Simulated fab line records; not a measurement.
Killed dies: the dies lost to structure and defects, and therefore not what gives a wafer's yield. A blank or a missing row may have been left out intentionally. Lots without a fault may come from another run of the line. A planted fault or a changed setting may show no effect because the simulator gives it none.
Comparing a struck lot with a sound one | flow nand harc | 15 out of 1159 route steps
Sound: wafers L541.3, L541.4, L541.6. Struck: wafer L561.5. (L561.1, L561.2 of the same lot were not struck and are left out.) The cause comes at the end.
For every step that has rows: the tool of each side, followed by ch and its chambers, followed by its first start. Under that, the readings that differ: sound wafers | struck wafers | difference of the means | sigmas: that difference in standard deviations of wafers without a fault.
alike: same words and numbers on both sides, and readings whose means sit less than 2 such deviations apart. not compared: any withheld reading, any reading some wafer has no value for, any bound like >300 that may hide the same value, and any number with overlapping values for which the record gives no deviation.
Wherever a step has rows on one side only, a row that says differs or no value, or a row with sigmas, the two part there. When numbers do not overlap yet have no deviation, they are printed without sigmas and do not part them. A reading missing from all wafers of one side parts the sides only when that side holds two or more wafers.

NHARC_A_CONTACT_ETCH_113: etches the open film in C4F8/O2/Ar, time 94 s, target depth 922 nm.
  sound on har cap etch-01 ch 0,1, day 16 12:23; struck on har cap etch-03 ch 1, day 22 06:26
  not compared: rf hours counter h
NHARC_A_CONTACT_ETCH_114: etches the open film in C4F8/O2/Ar, time 94 s, target depth 922 nm.
  sound on har cap etch-01 ch 0,1, day 16 12:29; struck on har cap etch-03 ch 1, day 22 06:32
  not compared: rf hours counter h
then, 5 steps without rows for these wafers: NHARC_A_CONTACT_ETCH_115 (etches the open film in C4F8/O2/Ar, time 94 s, target depth 922 nm); NHARC_A_CONTACT_ETCH_116 (etches the open film in C4F8/O2/Ar, time 94 s, target depth 922 nm); NHARC_A_CONTACT_ETCH_117 (etches the open film in C4F8/O2/Ar, time 94 s, target depth 922 nm); NHARC_A_CONTACT_ETCH_118 (etches the open film in C4F8/O2/Ar, time 94 s, target depth 922 nm); NHARC_A_CONTACT_ETCH_119 (etches the open film in C4F8/O2/Ar, time 94 s, target depth 922 nm).
NHARC_A_CONTACT_ETCH_120: etches the open film in C4F8/O2/Ar, time 94 s, target depth 922 nm.
  sound on har cap etch-01 ch 0,1, day 16 13:02; struck on har cap etch-03 ch 1, day 22 07:05
  not compared: rf hours counter h
then, 1 step without rows for these wafers: NHARC_A_CONTACT_ETCH_121 (etches the open film in C4F8/O2/Ar, time 94 s, target depth 922 nm).
NHARC_A_CONTACT_ETCH_122: etches the open film in C4F8/O2/Ar, time 95 s, target depth 930 nm.
  sound on har cap etch-01 ch 0,1, day 16 13:13; struck on har cap etch-03 ch 1, day 22 07:16
  not compared: rf hours counter h
then, 1 step without rows for these wafers: NHARC_A_CONTACT_ETCH_123 (etches the open film in C4F8/O2/Ar, time 253 s, target depth 1090 nm).
NHARC_A_CONTACT_ETCH_90: etches the open film in CH3F/O2, target depth 40 nm, time 85.7 s.
  sound on rie diel-01 ch 0,3, day 16 13:52; struck on rie diel-01 ch 3, day 22 07:58
  alike: drypump motor current A, oes product au, rf vpp V, showerhead plenum p Torr, throttle valve pct
  not compared: rf hours counter h
NHARC_A_CONTACT_ETCH_96: etches the open film in C4F6/O2, target depth 20 nm, time 10 s.
  sound on rie diel-01 ch 0,2, day 16 14:00; struck on rie diel-01 ch 0, day 22 08:08
  reading               | sound             | struck | difference | sigmas
  oes product au (a.u.) | 0.969 0.989 0.981 | 0.726  | -0.254     | -11
  alike: drypump motor current A, rf vpp V, showerhead plenum p Torr, throttle valve pct
  not compared: rf hours counter h
NHARC_A_CONTACT_CD_MEAS_53:
  struck on cd sem-01, day 22 08:13; sound on cd sem-03, day 16 14:05
  alike: cd nm
-- record jumps: 3 days between struck wafers' starts before vs after; left off in module A_CONTACT, resumes in module END, first step shown is number 1159 of the route --
NHARC_END_SORT_01:
  sound on prober-01 ch 0, day 19 11:59; struck on prober-02 ch 0, day 25 07:41
  reading         | sound    | struck | difference | sigmas
  killed at array | 23 32 27 | 672    | +645       | +75
  killed dies     | 29 36 36 | 677    | +643       | +72
  alike: killed at other, killed at periphery, killed open, killed short

== WHERE THEY PART ==
At NHARC_A_CONTACT_ETCH_96 first; at NHARC_END_SORT_01 last (within this record only).

WHY: what the simulator had put in
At NHARC_A_CONTACT_ETCH_96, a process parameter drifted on rie diel-01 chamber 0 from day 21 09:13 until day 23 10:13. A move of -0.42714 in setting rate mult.
